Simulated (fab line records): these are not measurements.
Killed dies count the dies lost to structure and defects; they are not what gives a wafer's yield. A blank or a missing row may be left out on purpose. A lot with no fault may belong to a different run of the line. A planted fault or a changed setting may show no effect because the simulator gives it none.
Matching of chambers / flow n5-finfet / N5_BEOL_M2_PRE_CLEAN_60 on cvd-co-02 has 3 sister chambers
The step time 15 s. 18 wafers are shown with their chamber, then 8 later ones without.

EACH WAFER AND ITS CHAMBER
wafer=L958.1; chamber=2; heater-power-w (W)=78
wafer=L958.2; chamber=0; heater-power-w (W)=42
wafer=L958.6; chamber=1; heater-power-w (W)=109
wafer=L961.3; chamber=2; heater-power-w (W)=77
wafer=L961.5; chamber=0; heater-power-w (W)=42
wafer=L960.1; chamber=1; heater-power-w (W)=109
wafer=L960.5; chamber=0; heater-power-w (W)=43
wafer=L964.1; chamber=1; heater-power-w (W)=112
wafer=L964.3; chamber=2; heater-power-w (W)=76
wafer=L964.6; chamber=2; heater-power-w (W)=77
wafer=L968.1; chamber=1; heater-power-w (W)=112
wafer=L968.4; chamber=1; heater-power-w (W)=111
wafer=L969.1; chamber=0; heater-power-w (W)=41
wafer=L969.2; chamber=2; heater-power-w (W)=79
wafer=L969.4; chamber=2; heater-power-w (W)=79
wafer=L971.2; chamber=2; heater-power-w (W)=81
wafer=L971.3; chamber=1; heater-power-w (W)=115
wafer=L971.5; chamber=2; heater-power-w (W)=79

SIGNATURES (averages over the wafers above)
reading=heater-power-w; chamber 0=42.00; chamber 1=111.33; chamber 2=78.25; scatter within a chamber=1.73
Rule: for each reading, subtract the chamber's mean from the wafer's reading, divide by that reading's scatter and square the result; add these up over the readings and take the root, which gives the wafer's distance from the chamber. If the next closest chamber is less than 2 further off than the closest, the wafer can't be placed; otherwise it belongs to the closest. The scatter: the root of (the sum of the squares of (reading less its chamber's mean) over the shown wafers, divided by (wafers less chambers)).

WAFERS WHOSE CHAMBER IS MISSING
wafer=L970.1; heater-power-w (W)=42
wafer=L970.5; heater-power-w (W)=41
wafer=L970.6; heater-power-w (W)=112
wafer=L972.1; heater-power-w (W)=114
wafer=L972.3; heater-power-w (W)=80
wafer=L972.4; heater-power-w (W)=80
wafer=L979.1; heater-power-w (W)=82
wafer=L979.5; heater-power-w (W)=43

CHAMBER TAKEN BY EACH
wafer=L970.1; from the rows above=0; in truth=0
wafer=L970.5; from the rows above=0; in truth=0
wafer=L970.6; from the rows above=1; in truth=1
wafer=L972.1; from the rows above=1; in truth=1
wafer=L972.3; from the rows above=2; in truth=2
wafer=L972.4; from the rows above=2; in truth=2
wafer=L979.1; from the rows above=2; in truth=2
wafer=L979.5; from the rows above=0; in truth=0
8 of 8 placed correctly. Can't be placed from these rows: 0. Wrongly placed: 0.
